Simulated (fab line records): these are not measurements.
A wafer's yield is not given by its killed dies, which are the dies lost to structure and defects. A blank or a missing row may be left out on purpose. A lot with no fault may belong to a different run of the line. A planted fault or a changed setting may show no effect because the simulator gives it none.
Chamber matching    flow n5 finfet    N5_GATE_CUT_CMP_23 on cmp-01: 4 sister chambers
The step polishes, stops on SiO2, t overpolish 23.4 s, target thk 16 nm. 8 wafers are shown with their chamber, then 8 later ones without.

== EACH WAFER AND ITS CHAMBER ==
wafer   chamber  motor current A (A)  overpolish run s (s)
L080.3  1        8.8                  23.393
L080.5  0        8.0                  23.414
L081.4  1        9.0                  23.392
L081.5  2        7.8                  23.396
L083.3  0        7.8                  23.396
L083.5  3        9.6                  23.398
L083.6  2        7.8                  23.392
L084.2  3        9.0                  23.407

== WAFERS MISSING THEIR CHAMBER ==
wafer   motor current A (A)  overpolish run s (s)
L084.4  7.8                  23.396
L084.6  8.0                  23.403
L087.1  8.2                  23.394
L087.2  9.6                  23.399
L087.3  7.2                  23.404
L090.3  8.1                  23.394
L090.4  7.8                  23.407
L090.6  8.7                  23.395

== WHICH CHAMBER EACH ONE RAN IN ==
wafer   from the rows above           in truth
L084.4  can't be placed: 2 or 0       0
L084.6  can't be placed: 0 or 2       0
L087.1  can't be placed: 2 or 0 or 1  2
L087.2  can't be placed: 3 or 1       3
L087.3  can't be placed: 2 or 0       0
L090.3  can't be placed: 2 or 0       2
L090.4  can't be placed: 0 or 2       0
L090.6  can't be placed: 1 or 3       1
Correct placement for 0 of the 8. Can't be placed from these rows: 8 (the true chamber is among the candidates in 8). 0 placed wrongly.
How it was worked out, from the rows above alone: a wafer's distance from a chamber is the root of the sum, over the readings, of the square of ((its reading less the chamber's mean) divided by the reading's scatter). The wafer belongs to the nearest chamber; if the next one is less than 2 further off, it can't be placed. The mean given for a chamber averages the wafers shown for that chamber. The scatter is the square root of a quotient: the sum, over the shown wafers, of each reading's squared deviation from its chamber's mean, divided by wafers minus chambers.
